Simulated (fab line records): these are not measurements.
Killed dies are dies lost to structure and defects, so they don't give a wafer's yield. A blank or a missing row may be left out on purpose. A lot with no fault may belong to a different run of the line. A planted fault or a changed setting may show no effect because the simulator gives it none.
Chamber matching    flow n5Finfet    N5_BEOL_M12_VIA_ETCH_16 on rieDiel-06 has 4 sister chambers
The step etches SiOC in C4F8/O2/Ar, target depth 724.8 nm. 8 wafers are shown with their chamber, then 9 later ones without.

== WAFERS WITH THEIR CHAMBER ==
wafer   chamber  showerheadPlenumPTorr (Torr)  drypumpMotorCurrentA (A)
L082.1  2        3.24                          5.1
L082.5  2        3.24                          5.1
L082.6  1        3.61                          5.9
L083.5  0        3.35                          5.9
L083.6  1        3.61                          5.9
L092.2  3        3.58                          5.8
L092.3  0        3.34                          5.8
L092.5  3        3.58                          5.8

== WAFERS WITHOUT THEIR CHAMBER ==
wafer   showerheadPlenumPTorr (Torr)  drypumpMotorCurrentA (A)
L093.1  3.58                          5.8
L093.4  3.34                          5.8
L093.6  3.59                          5.9
L095.2  3.63                          5.1
L095.3  3.33                          5.9
L095.4  3.59                          5.9
L097.2  3.63                          5.1
L097.3  3.33                          5.8
L097.4  3.59                          5.9

== THE CHAMBER EACH PASSED THROUGH ==
wafer   from the rows above      in truth
L093.1  3                        3
L093.4  0                        0
L093.6  can't be placed: 3 or 1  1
L095.2  can't be placed: 1 or 3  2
L095.3  0                        0
L095.4  can't be placed: 3 or 1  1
L097.2  can't be placed: 1 or 3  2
L097.3  0                        0
L097.4  can't be placed: 3 or 1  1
4 of 9 placed correctly. From these rows, 5 cannot be placed; in 3 the true chamber is one of the candidates. Placed wrongly: 0.
How it was worked out, from the rows above alone: a wafer's distance from a chamber is the root of the sum, over the readings, of the square of ((its reading less the chamber's mean) divided by the reading's scatter). If the next closest chamber is less than 2 further off than the closest, the wafer can't be placed; otherwise it belongs to the closest. The mean given for a chamber averages the wafers shown for that chamber. The scatter is the square root of a quotient: the sum, over the shown wafers, of each reading's squared deviation from its chamber's mean, divided by wafers minus chambers.
